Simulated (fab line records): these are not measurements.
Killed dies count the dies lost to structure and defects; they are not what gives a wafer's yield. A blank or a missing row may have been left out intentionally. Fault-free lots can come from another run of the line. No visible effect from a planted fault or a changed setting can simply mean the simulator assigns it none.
fab line records + flow n5Finfet
[record]
- lots = 6
- wafers = 18
- lastDay = 17
route steps=1938 shown ZERO_LAYER@12 WELL_APT@20
lots with no fault: from the same line, run without faults
startH: hours from the record's opening day to when the first of the lot's shown wafers began + waitH: time in hours since the lot's previous step + " repeats the value in the row above + L1.1+2: several wafers, shown together as one row + - value missing, or start not given + * or withheld: withheld + < > ~ a bound
route shown NAME@n: a module of which the file shows steps, and the number in the route of the first + usual: the fault-free wafers' mean and standard deviation + same: alike in all rows + chamber/n: place in a boat + sites: the reading at each site + _std_site: how widely they spread, as a standard deviation + _edge_site: mean of outer sites minus mean of inner sites + radiusMm: for every site, how far away it sits from the centre of the wafer + mask NAME#n: copy n + behind: the last tool/chamber to shape the wafer + hold: cause of the lot's hold/its duration in hours/its outcome + device: names the non-switching transistor (n, p or np) + end of line: the tests these same wafers got at the end of their route + where a step has no rows: the recipe by itself + killed: count of dies lost to structure and defects at first sort (not the wafer's yield) + map: a wafer's dies, x killed, . not, _ none there
set.NAME: the setting that was run; set.NAME@STEP: the one run at that earlier step + model.NAME: the simulator's own value behind a step, which no gauge read
lots at some steps of the route; a table a step, a row a wafer
services: the hour from which a tool's chamber was out of use, counted from the record's first day as startH (under 0 if before that day), plus the number of hours and why
[[steps]]
[step N5_ZERO_LAYER_HARDBAKE_23]
[recipe]
- tempC = 130
- timeS = 120
[step N5_ZERO_LAYER_CD_MEAS_11]
[recipe]
- targetCdNm = 2000
- landingEnergyEv = 500
- detector = seInlens
[usual]
- cdNm = 1999.3/1.8
| lot.wafer | tool     | chamber | startH | waitH | cdNm   |
|-----------|----------|---------|--------|-------|--------|
| L466.1    | cdSem-02 | 0       | 60.64  | -     | 1999.0 |
| L466.4    | "        | 0       | "      | "     | 1998.2 |
| L466.5    | "        | 0       | "      | "     | 1998.5 |
| L470.1    | cdSem-03 | 0       | 84.64  | -     | 2001.7 |
| L470.3    | "        | 0       | "      | "     | 2000.7 |
| L470.6    | "        | 0       | "      | "     | 2002.2 |
| L471.2    | cdSem-03 | 0       | 90.64  | -     | 1995.9 |
| L471.3    | "        | 0       | "      | "     | 1998.2 |
| L471.6    | "        | 0       | "      | "     | 1997.3 |
| L476.1    | cdSem-03 | 0       | 120.66 | -     | 1998.1 |
| L476.2    | "        | 0       | "      | "     | 1996.5 |
| L476.3    | "        | 0       | "      | "     | 1996.1 |
| L478.2    | cdSem-01 | 0       | 132.64 | -     | 1999.7 |
| L478.3    | "        | 0       | "      | "     | 1999.7 |
| L478.6    | "        | 0       | "      | "     | 1998.7 |
| L479.2    | cdSem-02 | 0       | 138.77 | -     | 1999.5 |
| L479.5    | "        | 0       | "      | "     | 1999.8 |
| L479.6    | "        | 0       | "      | "     | 2000.2 |
[step N5_ZERO_LAYER_DESCUM_16]
[recipe]
- chemistry = O2
- timeS = 7.9
- sourcePowerW = 50
- biasPowerW = 20
- pressureMtorr = 20
- rfFrequencyHz = 2.712e+07
- tempC = 40
- o2FlowSccm = 225
[usual]
- biasPowerW = 20.00/0.062
- drypumpMotorCurrentA = 5.6/0.45
- oesProductAu = 0.76/0.082
- rfFwdPowerW = 49.42/0.25
- rfVppV = 242.9/1.4
- showerheadPlenumPTorr = 2.08/0.068
- throttleValvePct = 20.28/0.25
[same]
- timeS = 7.9
| lot.wafer | tool       | chamber | startH | waitH | biasPowerW | drypumpMotorCurrentA | oesProductAu | rfFwdPowerW | rfHoursCounterH | rfVppV | showerheadPlenumPTorr | throttleValvePct |
|-----------|------------|---------|--------|-------|------------|----------------------|--------------|-------------|-----------------|--------|-----------------------|------------------|
| L466.1    | rieDiel-01 | 3       | 60.68  | 0.0   | 19.95      | 5.6                  | 0.79         | 49.38       | 113             | 245.1  | 2.19                  | 20.13            |
| L466.4    | "          | 0       | "      | "     | 20.05      | 5.0                  | 0.70         | 49.40       | 225             | 243.2  | 2.07                  | 20.50            |
| L466.5    | "          | 3       | "      | "     | 19.93      | 5.6                  | 0.80         | 49.21       | -               | 244.9  | 2.19                  | 20.11            |
| L470.1    | rieDiel-03 | 0       | 84.68  | 0.0   | 20.06      | 6.0                  | 0.70         | 49.60       | 208             | 243.7  | 2.05                  | 20.02            |
| L470.3    | "          | 1       | "      | "     | 19.97      | 6.3                  | 0.71         | 49.41       | 210             | 243.5  | 2.16                  | 20.70            |
| L470.6    | "          | 0       | "      | "     | 19.96      | 6.0                  | 0.70         | 49.61       | -               | 241.4  | 2.05                  | 20.04            |
| L471.2    | rieDiel-03 | 0       | 90.68  | 0.0   | 19.99      | 6.0                  | 0.70         | 49.76       | 210             | 243.8  | 2.05                  | 20.04            |
| L471.3    | "          | 3       | "      | "     | 19.94      | 5.7                  | 0.69         | 49.75       | 208             | 242.5  | 2.08                  | 20.52            |
| L471.6    | "          | 3       | "      | "     | 19.92      | 5.7                  | 0.68         | 49.66       | -               | 243.4  | 2.08                  | 20.51            |
| L476.1    | rieDiel-01 | 1       | 120.70 | 0.0   | 20.05      | 5.8                  | 0.87         | 49.36       | 56              | 242.3  | 2.04                  | 20.06            |
| L476.2    | "          | 0       | "      | "     | 19.97      | 4.9                  | 0.68         | 49.43       | 242             | 242.7  | 2.07                  | 20.52            |
| L476.3    | "          | 3       | "      | "     | 20.00      | 5.6                  | 0.77         | 49.61       | 131             | 245.7  | 2.18                  | 20.13            |
| L478.2    | rieDiel-04 | 2       | 132.71 | 0.1   | 20.16      | 6.2                  | 0.91         | 49.50       | 34              | 243.0  | 2.13                  | 19.91            |
| L478.3    | "          | 0       | "      | "     | 19.88      | 5.8                  | 0.69         | 49.66       | 228             | 241.0  | 2.06                  | 20.61            |
| L478.6    | "          | 3       | "      | "     | 19.91      | 5.2                  | 0.71         | 48.99       | -               | 241.5  | 1.99                  | 20.22            |
| L479.2    | rieDiel-04 | 3       | 138.81 | 0.0   | 19.89      | 5.2                  | 0.70         | 48.83       | 194             | 241.6  | 1.99                  | 20.23            |
| L479.5    | "          | 0       | "      | "     | 19.95      | 5.8                  | 0.69         | 49.60       | -               | 242.1  | 2.06                  | 20.60            |
| L479.6    | "          | 3       | "      | "     | 19.88      | 5.2                  | 0.69         | 49.04       | -               | 241.5  | 1.99                  | 20.24            |
[step N5_ZERO_LAYER_ETCH_17]
[recipe]
- chemistry = CF4
- target = SiO2
- targetDepthA = 120
- timeS = 13.3
- ionEnergyEv = 350
- pressureMtorr = 40
- sourceW = 450
- biasW = 215
- Ar_flow_sccm = 100
- cf4FlowSccm = 100
[usual]
- drypumpMotorCurrentA = 5.6/0.45
- oesProductAu = 0.76/0.078
- rfFwdPowerW = 446.4/1.7
- rfVppV = 948/4.4
- showerheadPlenumPTorr = 2.14/0.071
- throttleValvePct = 15.58/0.25
[same]
- timeS = 13.3
| lot.wafer | tool       | chamber | startH | waitH | drypumpMotorCurrentA | oesProductAu | rfFwdPowerW | rfHoursCounterH | rfVppV | showerheadPlenumPTorr | throttleValvePct |
|-----------|------------|---------|--------|-------|----------------------|--------------|-------------|-----------------|--------|-----------------------|------------------|
| L466.1    | rieDiel-01 | 3       | 60.71  | 0.0   | 5.6                  | 0.79         | 444.3       | 113             | 954    | 2.25                  | 15.47            |
| L466.4    | "          | 0       | "      | "     | 4.9                  | 0.70         | 446.5       | 225             | 948    | 2.12                  | 15.69            |
| L466.5    | "          | 3       | "      | "     | 5.6                  | 0.79         | 443.2       | -               | 956    | 2.25                  | 15.48            |
| L470.1    | rieDiel-03 | 0       | 84.71  | 0.0   | 6.0                  | 0.70         | 448.1       | 208             | 947    | 2.11                  | 15.45            |
| L470.3    | "          | 1       | "      | "     | 6.3                  | 0.71         | 446.2       | 210             | 951    | 2.20                  | 15.97            |
| L470.6    | "          | 0       | "      | "     | 6.1                  | 0.70         | 447.5       | -               | 948    | 2.11                  | 15.45            |
| L471.2    | rieDiel-03 | 0       | 90.71  | 0.0   | 6.0                  | 0.71         | 446.3       | 210             | 948    | 2.11                  | 15.45            |
| L471.3    | "          | 3       | "      | "     | 5.7                  | 0.70         | 446.0       | 208             | 947    | 2.14                  | 15.84            |
| L471.6    | "          | 3       | "      | "     | 5.7                  | 0.70         | 446.9       | -               | 947    | 2.14                  | 15.83            |
| L476.1    | rieDiel-01 | 1       | 120.73 | 0.0   | 5.8                  | 0.89         | 448.4       | 56              | 945    | 2.10                  | 15.34            |
| L476.2    | "          | 0       | "      | "     | 5.0                  | 0.69         | 445.3       | 242             | 949    | 2.11                  | 15.73            |
| L476.3    | "          | 3       | "      | "     | 5.6                  | 0.77         | 446.5       | 131             | 954    | 2.24                  | 15.50            |
| L478.2    | rieDiel-04 | 2       | 132.74 | 0.0   | 6.2                  | 0.89         | 446.7       | 34              | 953    | 2.19                  | 15.15            |
| L478.3    | "          | 0       | "      | "     | 5.7                  | 0.71         | 448.4       | 228             | 946    | 2.11                  | 15.91            |
| L478.6    | "          | 3       | "      | "     | 5.2                  | 0.72         | 446.2       | -               | 942    | 2.05                  | 15.58            |
| L479.2    | rieDiel-04 | 3       | 138.84 | 0.0   | 5.2                  | 0.71         | 443.6       | 194             | 941    | 2.05                  | 15.58            |
| L479.5    | "          | 0       | "      | "     | 5.8                  | 0.70         | 447.0       | -               | 946    | 2.11                  | 15.92            |
| L479.6    | "          | 3       | "      | "     | 5.2                  | 0.72         | 443.9       | -               | 943    | 2.05                  | 15.58            |
[step N5_ZERO_LAYER_ETCH_18]
[recipe]
- chemistry = HBr/Cl2
- target = Si
- targetDepthA = 1200
- timeS = 40
- pressureMtorr = 10
- icpW = 800
- biasW = 75
- HBr_flow_sccm = 150
- Cl2_flow_sccm = 80
[usual]
- drypumpMotorCurrentA = 5.5/0.62
- oesProductAu = 0.999/0.015
- rfFwdPowerW = 796.0/2.5
- throttleValvePct = 36.37/0.27
[same]
- timeS = 40
| lot.wafer | tool     | chamber | startH | waitH | drypumpMotorCurrentA | oesProductAu | rfFwdPowerW | rfHoursCounterH | throttleValvePct |
|-----------|----------|---------|--------|-------|----------------------|--------------|-------------|-----------------|------------------|
| L466.1    | rieSi-01 | 3       | 60.79  | 0.0   | 6.6                  | 1.014        | 792.9       | 5               | 36.04            |
| L466.4    | "        | 1       | "      | "     | 5.9                  | 1.008        | 796.4       | 11              | 36.40            |
| L466.5    | "        | 0       | "      | "     | 5.8                  | 1.013        | 796.4       | -               | 36.09            |
| L470.1    | rieSi-03 | 2       | 84.79  | 0.0   | 5.7                  | 0.985        | 795.5       | 145             | 36.61            |
| L470.3    | "        | 3       | "      | "     | 6.3                  | 0.973        | 797.6       | 17              | 36.52            |
| L470.6    | "        | 0       | "      | "     | 4.7                  | 1.014        | 798.3       | -               | 36.72            |
| L471.2    | rieSi-03 | 0       | 90.79  | 0.0   | 4.7                  | 1.011        | 801.6       | 123             | 36.71            |
| L471.3    | "        | 1       | "      | "     | 4.8                  | 0.998        | 794.9       | 91              | 36.43            |
| L471.6    | "        | 3       | "      | "     | 6.3                  | 0.972        | 794.7       | -               | 36.53            |
| L476.1    | rieSi-04 | 2       | 120.81 | 0.0   | 4.8                  | 0.975        | 796.0       | 116             | 35.78            |
| L476.2    | "        | 3       | "      | "     | 5.5                  | 1.006        | 798.5       | 87              | 36.46            |
| L476.3    | "        | 0       | "      | "     | 5.8                  | 1.016        | 794.8       | 100             | 36.12            |
| L478.2    | rieSi-04 | 0       | 132.81 | 0.0   | 5.8                  | 1.015        | 793.9       | 100             | 36.12            |
| L478.3    | "        | 1       | "      | "     | 4.8                  | 0.982        | 795.2       | 58              | 36.66            |
| L478.6    | "        | 3       | "      | "     | 5.5                  | 0.995        | 798.0       | -               | 36.48            |
| L479.2    | rieSi-03 | 0       | 138.92 | 0.0   | 4.7                  | 1.006        | 802.5       | 124             | 36.70            |
| L479.5    | "        | 1       | "      | "     | 4.8                  | 1.004        | 795.1       | -               | 36.43            |
| L479.6    | "        | 0       | "      | "     | 4.7                  | 1.007        | 797.5       | -               | 36.71            |
[step N5_ZERO_LAYER_STRIP_24]
[recipe]
- chemistry = O2
- powerW = 1000
- tempC = 250
- overashFraction = 0.3
- pressureMtorr = 1000
- o2FlowSccm = 6750
[usual]
- drypumpMotorCurrentA = 5.33/0.22
- heaterPowerW = 307/22
- oesProductAu = 0.647/0.0042
- stripTimeToEndpointS = 43.84/0.093
| lot.wafer | tool           | chamber | startH | waitH | drypumpMotorCurrentA | heaterPowerW | oesProductAu | rfHoursCounterH | stripTimeToEndpointS |
|-----------|----------------|---------|--------|-------|----------------------|--------------|--------------|-----------------|----------------------|
| L466.1    | plasmaAsher-02 | 0       | 60.89  | 0.1   | 4.97                 | 320          | 0.639        | 79              | 43.77                |
| L466.4    | "              | 0       | "      | "     | 5.01                 | 321          | 0.647        | -               | 43.74                |
| L466.5    | "              | 1       | "      | "     | 5.38                 | 288          | 0.651        | -               | 43.71                |
| L470.1    | plasmaAsher-02 | 1       | 84.89  | 0.1   | 5.34                 | 289          | 0.640        | 85              | 43.82                |
| L470.3    | "              | 1       | "      | "     | 5.35                 | 293          | 0.653        | -               | 43.87                |
| L470.6    | "              | 0       | "      | "     | 5.01                 | 309          | 0.645        | -               | 43.74                |
| L471.2    | plasmaAsher-01 | 1       | 90.89  | 0.1   | 5.34                 | 341          | 0.650        | 46              | 43.93                |
| L471.3    | "              | 0       | "      | "     | 5.63                 | 276          | 0.647        | -               | 43.86                |
| L471.6    | "              | 0       | "      | "     | 5.62                 | 269          | 0.642        | -               | 43.90                |
| L476.1    | plasmaAsher-02 | 1       | 120.91 | 0.1   | 5.36                 | 297          | 0.645        | 91              | 43.82                |
| L476.2    | "              | 0       | "      | "     | 5.01                 | 311          | 0.657        | 91              | 43.89                |
| L476.3    | "              | 0       | "      | "     | 5.00                 | 314          | 0.648        | -               | 43.84                |
| L478.2    | plasmaAsher-01 | 0       | 132.92 | 0.1   | 5.65                 | 284          | 0.647        | 55              | 43.68                |
| L478.3    | "              | 1       | "      | "     | 5.32                 | 350          | 0.652        | -               | 43.65                |
| L478.6    | "              | 1       | "      | "     | 5.34                 | 336          | 0.652        | -               | 43.71                |
| L479.2    | plasmaAsher-02 | 1       | 139.02 | 0.1   | 5.37                 | 293          | 0.644        | 93              | 43.87                |
| L479.5    | "              | 0       | "      | "     | 5.01                 | 308          | 0.650        | -               | 43.83                |
| L479.6    | "              | 1       | "      | "     | 5.36                 | 291          | 0.646        | -               | 43.79                |
[step N5_ZERO_LAYER_STRIP_19]
[recipe]
- chemistry = SPM
- timeS = 900
- tempC = 130
- h2so4H2o2VolRatio = 4
- dry = ipaMarangoni
[step N5_ZERO_LAYER_INSPECT_20]
[recipe]
- inspectInstrument = darkfield
- mode = postClean
[usual]
- rawDefectCount = 34/15
| lot.wafer | tool             | chamber | startH | waitH | rawDefectCount |
|-----------|------------------|---------|--------|-------|----------------|
| L466.1    | defectInspect-02 | -       | 61.25  | 0.0   | 32             |
| L466.4    | "                | -       | "      | "     | 24             |
| L466.5    | "                | -       | "      | "     | 24             |
| L470.1    | defectInspect-02 | -       | 85.25  | 0.0   | 53             |
| L470.3    | "                | -       | "      | "     | 37             |
| L470.6    | "                | -       | "      | "     | 50             |
| L471.2    | defectInspect-02 | -       | 91.25  | 0.0   | 62             |
| L471.3    | "                | -       | "      | "     | 29             |
| L471.6    | "                | -       | "      | "     | 48             |
| L476.1    | defectInspect-01 | -       | 121.27 | 0.0   | 37             |
| L476.2    | "                | -       | "      | "     | 17             |
| L476.3    | "                | -       | "      | "     | 21             |
| L478.2    | defectInspect-02 | -       | 133.28 | 0.0   | 39             |
| L478.3    | "                | -       | "      | "     | 47             |
| L478.6    | "                | -       | "      | "     | 29             |
| L479.2    | defectInspect-01 | -       | 139.38 | 0.0   | 19             |
| L479.5    | "                | -       | "      | "     | 21             |
| L479.6    | "                | -       | "      | "     | 46             |
[step N5_WELL_APT_HMDS_01]
[recipe]
- timeS = 60
- tempC = 120
[step N5_WELL_APT_COAT_02]
[recipe]
- spinRpm = 1357
- resistThkNm = 950
[step N5_WELL_APT_EBR_04]
[recipe]
- solvent = PGMEA
- ebrWidthMm = 1.5
[step N5_WELL_APT_SOFTBAKE_03]
[recipe]
- tempC = 130
- timeS = 60
[step N5_WELL_APT_EXPOSE_05]
[recipe]
- maskId = NWELL
- na = 0.8
- sourceShape = conventional
- sigmaOuter = 0.8
- polarization = unpolarized
- defocusNm = 0
- targetCdNm = 200
- doseMj = 20.3
[usual]
- exposureDoseMJCm2 = 20.289/0.021
| lot.wafer | tool          | chamber | startH | waitH | mask    | exposureDoseMJCm2 |
|-----------|---------------|---------|--------|-------|---------|-------------------|
| L466.1    | krfScanner-02 | 0       | 61.51  | -     | NWELL#0 | 20.294            |
| L466.4    | "             | 0       | "      | "     | NWELL#0 | 20.296            |
| L466.5    | "             | 0       | "      | "     | NWELL#0 | 20.274            |
| L470.1    | krfScanner-02 | 0       | 85.39  | -     | NWELL#0 | 21.072            |
| L470.3    | "             | 0       | "      | "     | NWELL#0 | 21.056            |
| L470.6    | "             | 0       | "      | "     | NWELL#0 | 21.070            |
| L471.2    | krfScanner-02 | 0       | 91.40  | -     | NWELL#0 | 20.893            |
| L471.3    | "             | 0       | "      | "     | NWELL#0 | 20.897            |
| L471.6    | "             | 0       | "      | "     | NWELL#0 | 20.918            |
| L476.1    | krfScanner-01 | 0       | 121.40 | -     | NWELL#0 | 20.267            |
| L476.2    | "             | 0       | "      | "     | NWELL#0 | 20.276            |
| L476.3    | "             | 0       | "      | "     | NWELL#0 | 20.289            |
| L478.2    | krfScanner-01 | 0       | 133.42 | -     | NWELL#0 | 20.293            |
| L478.3    | "             | 0       | "      | "     | NWELL#0 | 20.297            |
| L478.6    | "             | 0       | "      | "     | NWELL#0 | 20.310            |
| L479.2    | krfScanner-01 | 0       | 139.52 | -     | NWELL#0 | 20.322            |
| L479.5    | "             | 0       | "      | "     | NWELL#0 | 20.331            |
| L479.6    | "             | 0       | "      | "     | NWELL#0 | 20.340            |
[step N5_WELL_APT_PEB_06]
[recipe]
- pebTempC = 130
- pebTimeS = 90
[step N5_WELL_APT_DEVELOP_07]
[recipe]
- developTimeS = 45
- rinseLiquid = surfactantRinse
- dry = airSpin
- devTempC = 21
[step N5_WELL_APT_HARDBAKE_12]
[recipe]
- tempC = 130
- timeS = 120
[step N5_WELL_APT_CD_MEAS_08]
[recipe]
- targetCdNm = 200
- landingEnergyEv = 500
- detector = seInlens
[usual]
- cdNm = 199.4/1.9
| lot.wafer | tool     | chamber | startH | waitH | cdNm  |
|-----------|----------|---------|--------|-------|-------|
| L466.1    | cdSem-02 | 0       | 61.68  | -     | 198.9 |
| L466.4    | "        | 0       | "      | "     | 199.3 |
| L466.5    | "        | 0       | "      | "     | 198.8 |
| L470.1    | cdSem-01 | 0       | 85.56  | -     | 205.4 |
| L470.3    | "        | 0       | "      | "     | 205.2 |
| L470.6    | "        | 0       | "      | "     | 205.2 |
| L471.2    | cdSem-01 | 0       | 91.56  | -     | 203.1 |
| L471.3    | "        | 0       | "      | "     | 204.8 |
| L471.6    | "        | 0       | "      | "     | 205.0 |
| L476.1    | cdSem-01 | 0       | 121.57 | -     | 198.6 |
| L476.2    | "        | 0       | "      | "     | 201.0 |
| L476.3    | "        | 0       | "      | "     | 201.3 |
| L478.2    | cdSem-03 | 0       | 133.58 | -     | 199.7 |
| L478.3    | "        | 0       | "      | "     | 198.2 |
| L478.6    | "        | 0       | "      | "     | 199.6 |
| L479.2    | cdSem-02 | 0       | 139.69 | -     | 195.5 |
| L479.5    | "        | 0       | "      | "     | 198.5 |
| L479.6    | "        | 0       | "      | "     | 197.3 |
[step N5_WELL_APT_OVL_MEAS_09]
[recipe]
- pointsPerWafer = 44
[usual]
- NWELL_OVL = 1/6.1
| lot.wafer | tool       | chamber | startH | waitH | NWELL_OVL[nm] |
|-----------|------------|---------|--------|-------|---------------|
| L466.1    | overlay-01 | 0       | 61.71  | 0.0   | 11            |
| L466.4    | "          | 0       | "      | "     | 0             |
| L466.5    | "          | 0       | "      | "     | 3             |
| L470.1    | overlay-02 | 0       | 85.59  | 0.0   | 0             |
| L470.3    | "          | 0       | "      | "     | 7             |
| L470.6    | "          | 0       | "      | "     | -1            |
| L471.2    | overlay-02 | 0       | 91.59  | 0.0   | 13            |
| L471.3    | "          | 0       | "      | "     | 8             |
| L471.6    | "          | 0       | "      | "     | 14            |
| L476.1    | overlay-01 | 0       | 121.61 | 0.0   | 7             |
| L476.2    | "          | 0       | "      | "     | -5            |
| L476.3    | "          | 0       | "      | "     | 7             |
| L478.2    | overlay-01 | 0       | 133.62 | 0.0   | 9             |
| L478.3    | "          | 0       | "      | "     | -2            |
| L478.6    | "          | 0       | "      | "     | 10            |
| L479.2    | overlay-01 | 0       | 139.71 | 0.0   | -1            |
| L479.5    | "          | 0       | "      | "     | 1             |
| L479.6    | "          | 0       | "      | "     | 2             |
[step N5_WELL_APT_INSPECT_10]
[recipe]
- mode = adi
- inspectInstrument = macro
[usual]
- rawDefectCount = 2.0/1.4
| lot.wafer | tool             | chamber | startH | waitH | rawDefectCount |
|-----------|------------------|---------|--------|-------|----------------|
| L466.1    | defectInspect-01 | -       | 61.73  | 0.0   | 0              |
| L466.4    | "                | -       | "      | "     | 1              |
| L466.5    | "                | -       | "      | "     | 5              |
| L470.1    | defectInspect-02 | -       | 85.61  | 0.0   | 2              |
| L470.3    | "                | -       | "      | "     | 3              |
| L470.6    | "                | -       | "      | "     | 0              |
| L471.2    | defectInspect-02 | -       | 91.62  | 0.0   | 3              |
| L471.3    | "                | -       | "      | "     | 0              |
| L471.6    | "                | -       | "      | "     | 2              |
| L476.1    | defectInspect-01 | -       | 121.63 | 0.0   | 2              |
| L476.2    | "                | -       | "      | "     | 2              |
| L476.3    | "                | -       | "      | "     | 2              |
| L478.2    | defectInspect-02 | -       | 133.65 | 0.0   | 0              |
| L478.3    | "                | -       | "      | "     | 2              |
| L478.6    | "                | -       | "      | "     | 5              |
| L479.2    | defectInspect-01 | -       | 139.74 | 0.0   | 2              |
| L479.5    | "                | -       | "      | "     | 3              |
| L479.6    | "                | -       | "      | "     | 3              |
[step N5_WELL_APT_DESCUM_13]
[recipe]
- chemistry = O2
- timeS = 7.9
- sourcePowerW = 50
- biasPowerW = 20
- pressureMtorr = 20
- rfFrequencyHz = 2.712e+07
- tempC = 40
- o2FlowSccm = 225
[usual]
- biasPowerW = 20.00/0.059
- drypumpMotorCurrentA = 5.6/0.54
- oesProductAu = 0.80/0.094
- rfFwdPowerW = 49.69/0.18
- rfVppV = 243.5/1.3
- showerheadPlenumPTorr = 2.12/0.076
- throttleValvePct = 20.3/0.31
[same]
- timeS = 7.9
| lot.wafer | tool       | chamber | startH | waitH | biasPowerW | drypumpMotorCurrentA | oesProductAu | rfFwdPowerW | rfHoursCounterH | rfVppV | showerheadPlenumPTorr | throttleValvePct | model.WELL_APT.cdNm |
|-----------|------------|---------|--------|-------|------------|----------------------|--------------|-------------|-----------------|--------|-----------------------|------------------|---------------------|
| L466.1    | rieDiel-06 | 2       | 61.77  | 0.0   | 19.99      | 6.4                  | 0.73         | 49.78       | 197             | 241.9  | 2.01                  | 21.0             | 199.2               |
| L466.4    | "          | 1       | "      | "     | 19.96      | 5.1                  | 0.69         | 49.50       | 212             | 241.9  | 2.07                  | 20.3             | 199.6               |
| L466.5    | "          | 0       | "      | "     | 19.85      | 5.0                  | 0.97         | 49.81       | -               | 245.5  | 2.24                  | 20.0             | 198.6               |
| L470.1    | rieDiel-02 | 2       | 85.65  | 0.0   | 19.95      | 5.3                  | 0.94         | 49.59       | 10              | 245.1  | 2.26                  | 20.1             | 205.7               |
| L470.3    | "          | 1       | "      | "     | 20.01      | 6.0                  | 0.73         | 49.29       | 184             | 244.3  | 2.17                  | 20.5             | 205.2               |
| L470.6    | "          | 3       | "      | "     | 20.04      | 5.8                  | 0.84         | 49.82       | -               | 243.2  | 2.11                  | 20.1             | 205.2               |
| L471.2    | rieDiel-02 | 1       | 91.65  | 0.0   | 20.04      | 6.0                  | 0.73         | 49.31       | 185             | 242.8  | 2.17                  | 20.5             | 203.2               |
| L471.3    | "          | 2       | "      | "     | 19.97      | 5.3                  | 0.93         | 49.94       | 11              | 245.9  | 2.26                  | 20.0             | 205                 |
| L471.6    | "          | 3       | "      | "     | 19.98      | 5.8                  | 0.84         | 49.64       | -               | 242.7  | 2.11                  | 20.1             | 204.5               |
| L476.1    | rieDiel-06 | 1       | 121.66 | 0.0   | 20.03      | 5.1                  | 0.68         | 49.69       | 233             | 241.5  | 2.06                  | 20.4             | 198.8               |
| L476.2    | "          | 2       | "      | "     | 19.95      | 6.5                  | 0.71         | 49.99       | 219             | 242.2  | 2.00                  | 21.1             | 201.3               |
| L476.3    | "          | 3       | "      | "     | 19.98      | 6.6                  | 0.72         | 49.53       | 196             | 244.4  | 2.19                  | 20.8             | 201.2               |
| L478.2    | rieDiel-02 | 2       | 133.68 | 0.0   | 20.11      | 5.3                  | 0.91         | 49.77       | 25              | 245.6  | 2.25                  | 20.1             | 200                 |
| L478.3    | "          | 1       | "      | "     | 20.01      | 6.0                  | 0.72         | 49.52       | 198             | 242.9  | 2.16                  | 20.5             | 198.3               |
| L478.6    | "          | 3       | "      | "     | 20.02      | 5.8                  | 0.82         | 49.73       | -               | 245.3  | 2.10                  | 20.1             | 200                 |
| L479.2    | rieDiel-05 | 2       | 139.77 | 0.0   | 20.01      | 5.7                  | 0.82         | 49.58       | 92              | 244.7  | 2.11                  | 20.3             | 195.3               |
| L479.5    | "          | 0       | "      | "     | 20.03      | 5.2                  | 0.83         | 49.84       | -               | 241.5  | 2.03                  | 20.1             | 198.3               |
| L479.6    | "          | 2       | "      | "     | 19.97      | 5.6                  | 0.82         | 49.41       | -               | 244.8  | 2.11                  | 20.3             | 197.4               |
[step N5_WELL_APT_IMPLANT_14]
[recipe]
- species = P
- energyKev = 160
- doseCm2 = 1.5e+13
- tiltDeg = 0
- rotationDeg = 0
[[services]]
| tool           | chamber | startH | hours | kind                         |
|----------------|---------|--------|-------|------------------------------|
| rieDiel-02     | 2       | 39.15  | -     | clean                        |
| rieDiel-02     | 2       | 39.15  | -     | consumableReplace:focusRing  |
| rieDiel-02     | 2       | 39.15  | -     | consumableReplace:showerhead |
| rieDiel-02     | 2       | 39.15  | 21.0  | scheduledDown                |
| rieDiel-02     | 2       | 39.15  | 21.0  | ventCycle                    |
| krfScanner-02  | -       | 41.78  | 0.7   | repair                       |
| rieDiel-05     | 3       | 54.01  | 8.8   | repair                       |
| krfScanner-01  | -       | 58.97  | 1.3   | pm                           |
| rieDiel-06     | 0       | 79.05  | 8.7   | repair                       |
| krfScanner-01  | 0       | 85.08  | -     | calibration                  |
| rieDiel-02     | 1       | 87.10  | 2.7   | repair                       |
| rieDiel-04     | 0       | 90.90  | 7.5   | repair                       |
| krfScanner-02  | -       | 101.19 | 0.8   | pm                           |
| krfScanner-02  | -       | 110.88 | 19.2  | repair                       |
| rieDiel-02     | 0       | 122.41 | 2.5   | repair                       |
| rieSi-04       | 2       | 123.18 | 11.6  | repair                       |
| rieDiel-05     | 1       | 129.72 | -     | clean                        |
| rieDiel-05     | 1       | 129.72 | -     | consumableReplace:focusRing  |
| rieDiel-05     | 1       | 129.72 | 12.8  | scheduledDown                |
| rieDiel-05     | 1       | 129.72 | 12.8  | ventCycle                    |
| krfScanner-01  | -       | 130.13 | 0.8   | pm                           |
| rieSi-03       | 3       | 134.26 | 7.4   | repair                       |
| plasmaAsher-02 | -       | 134.65 | 0.7   | repair                       |
| rieDiel-04     | 1       | 136.39 | 8.7   | repair                       |
[[key]]
[firstSign]
- step = N5_WELL_APT_EXPOSE_05
- reading = exposureDoseMJCm2
- direction = up
- sigmas = 33
- usual = 20.289
- struck = 20.984
[effect]
- step = N5_WELL_APT_CD_MEAS_08
- reading = cdNm
- direction = up
- sigmas = 2.9
- usual = 199.4
- struck = 204.8
- through = controlLoop
[modelEffect]
- step = N5_WELL_APT_DESCUM_13
- value = WELL_APT.cdNm
- without = 199.4
- struck = 204.8
metAt N5_WELL_APT_EXPOSE_05
struckWafers L470.1,L470.3,L470.6,L471.2,L471.3,L471.6
rowsEnd L471.2,L471.3,L471.6
[loopTrim]
- step = N5_WELL_APT_EXPOSE_05
- setting = dose
- lots = L471
onsetBetween 61.51 85.39
[fault]
- kind = processParameterDrift
- tool = krfScanner-02
- chamber = -
- onsetH = 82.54
- steps = N5_WELL_APT_EXPOSE_05
- channel = doseMj
- offset = 0.77599
- shape = step
- actsIn = theseRecipesOnly
- stated = 20.3
// rowsEnd: these wafers met a further fault down the route, and their rows from its step on are left out
// loopTrim: a control loop set the setting to another value than it would have without faults
